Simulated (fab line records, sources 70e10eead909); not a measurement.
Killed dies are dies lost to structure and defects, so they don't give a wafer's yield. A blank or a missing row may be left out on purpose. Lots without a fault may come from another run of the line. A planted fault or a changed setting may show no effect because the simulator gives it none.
A struck lot beside a sound one | flow nand_harc | 23 steps out of a route of 1159
Sound: wafers L968.4, L968.5, L968.6. Struck: wafers L981.1, L981.4, L981.6. The cause comes at the end.
At each step with rows: each side's tool, then ch and its chambers, then its first start. Under that, the readings that differ: sound wafers | struck wafers | difference of the means | sigmas: that difference in standard deviations of wafers without a fault.
alike: readings whose means differ by less than 2 such deviations, and words and numbers that are the same on both sides. not compared: withheld readings, readings that some wafer has no value for, bounds like >300 that may hide the same value, and numbers for which the record gives no deviation and whose values overlap.
The two part at a step that has a row with sigmas, a row that says differs or no value, or rows on one side only. Numbers that don't overlap but have no deviation are shown without sigmas and don't part them. A reading that every wafer of one side lacks parts them only if that side has two wafers or more.

NHARC_P_CONTACT_DEP_00: deposits SiO2, target thk 500 nm.
  sound on pecvd-04 ch 0,1,2; struck on pecvd-01 ch 0,1,2
  alike: heater_power_w, throttle_valve_pct
NHARC_P_CONTACT_CMP_01: polishes SiO2, target thk 200 nm.
  sound on cmp-04 ch 1,2,3, day 5 19:41; struck on cmp-04 ch 0,2,3, day 9 09:37
  alike: motor_current_A
then, 9 steps without rows for these wafers: NHARC_P_CONTACT_SRD_03; NHARC_P_CONTACT_DEHYDRATE_04 (time 120 s); NHARC_P_CONTACT_HMDS_05 (time 30 s); NHARC_P_CONTACT_COAT_33 (time 75 s); NHARC_P_CONTACT_COAT_34 (time 65 s); NHARC_P_CONTACT_COAT_06 (resist thk 90 nm); NHARC_P_CONTACT_SOFTBAKE_07 (time 55 s); NHARC_P_CONTACT_EBR_08; NHARC_P_CONTACT_EXPOSE_09 (exposes mask P CA, target cd 90 nm).
NHARC_P_CONTACT_PEB_10: peb time 65 s.
  sound on litho_track-06 ch 0, day 5 20:23; struck on litho_track-01 ch 0, day 9 10:14
  reading         | sound          | struck         | difference | sigmas
  exhaust_pa (Pa) | 45.9 45.0 45.3 | 44.4 43.9 42.7 | -1.7       | -2
  alike: heater_power_total_W, plate_temp_C
then, 1 step without rows for these wafers: NHARC_P_CONTACT_DEVELOP_11 (develop time 35 s).
NHARC_P_CONTACT_CD_MEAS_12: target cd 90 nm.
  sound on cd_sem-03 ch 0, day 5 20:29; struck on cd_sem-03 ch 0, day 9 10:19
  reading    | sound          | struck            | difference | sigmas
  cd_nm (nm) | 89.8 89.9 90.3 | 110.9 111.7 111.7 | +21.4      | +34
NHARC_P_CONTACT_OVL_MEAS_13:
  sound on overlay-02, day 5 20:34; struck on overlay-01, day 9 10:24
  alike: overlay_x_nm, overlay_y_nm
NHARC_P_CONTACT_INSPECT_14:
  sound on defect_inspect-02, day 5 20:36; struck on defect_inspect-01, day 9 10:26
  alike: raw_defect_count
NHARC_P_CONTACT_DESCUM_17: chemistry O2, time 3 s.
  sound on rie_diel-10 ch 0,3, day 5 20:40; struck on rie_diel-04 ch 0,1,3, day 9 10:31
  reading                    | sound            | struck            | difference | sigmas
  model.P_CONTACT.cd_nm (nm) | 89.25 89.58 90.1 | 111.1 111.1 111.6 | +21.6      |
  alike: drypump_motor_current_A, mfc_ar_sccm, oes_product_au, rf_vpp_V, showerhead_plenum_p_Torr, throttle_valve_pct
  not compared: rf_hours_counter_h
NHARC_P_CONTACT_ETCH_35: etches the open film in CF4, target depth 39 nm, time 65 s.
  sound on rie_diel-10 ch 0,1,2, day 5 20:45; struck on rie_diel-04 ch 2,3, day 9 10:40
  reading               | sound             | struck            | difference | sigmas
  oes_product_au (a.u.) | 0.982 0.991 0.994 | 1.012 1.005 1.006 | +0.019     | +2
  alike: drypump_motor_current_A, mfc_ar_sccm, rf_vpp_V, showerhead_plenum_p_Torr, throttle_valve_pct
  not compared: rf_hours_counter_h
NHARC_P_CONTACT_ETCH_36: etches the open film in N2/H2, target depth 260 nm, time 406.25 s.
  sound on rie_diel-10 ch 1,2,3; struck on rie_diel-04 ch 1,3
  alike: drypump_motor_current_A, mfc_ar_sccm, oes_product_au, rf_vpp_V, showerhead_plenum_p_Torr, throttle_valve_pct
  not compared: rf_hours_counter_h
NHARC_P_CONTACT_ETCH_18: etches the open film in C4F8/O2/Ar, target depth 481 nm, time 240.5 s.
  sound on rie_diel-10 ch 0,3; struck on rie_diel-04 ch 0,1,2
  reading      | sound       | struck      | difference | sigmas
  rf_vpp_V (V) | 975 975 975 | 985 987 982 | +10        | +2
  alike: oes_product_au
  not compared: rf_hours_counter_h
then, 1 step without rows for these wafers: NHARC_P_CONTACT_STRIP_37 (strips in C4F8/O2/Ar).
NHARC_P_CONTACT_ETCH_31: etches the open film in CH3F/O2, target depth 30 nm, time 85.7 s.
  sound on rie_diel-10 ch 1,2,3; struck on rie_diel-04 ch 0,3
  reading                    | sound             | struck          | difference | sigmas
  model.P_CONTACT.cd_nm (nm) | 87.89 88.58 90.28 | 111.6 112.2 111 | +22.7      |
  alike: drypump_motor_current_A, mfc_ar_sccm, oes_product_au, rf_vpp_V, showerhead_plenum_p_Torr, throttle_valve_pct
  not compared: rf_hours_counter_h
NHARC_P_CONTACT_CD_MEAS_19:
  sound on cd_sem-02, day 5 21:35; struck on cd_sem-02, day 9 11:28
  reading    | sound          | struck            | difference | sigmas
  cd_nm (nm) | 87.8 88.5 90.4 | 111.3 112.5 110.9 | +22.7      | +16

WHERE THEY PART
First at NHARC_P_CONTACT_PEB_10; last, within this record, at NHARC_P_CONTACT_CD_MEAS_19.

WHY: what the simulator had put in
Process parameter drift: litho_track-01, from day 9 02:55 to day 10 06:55, at NHARC_P_CONTACT_PEB_10. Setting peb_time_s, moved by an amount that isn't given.
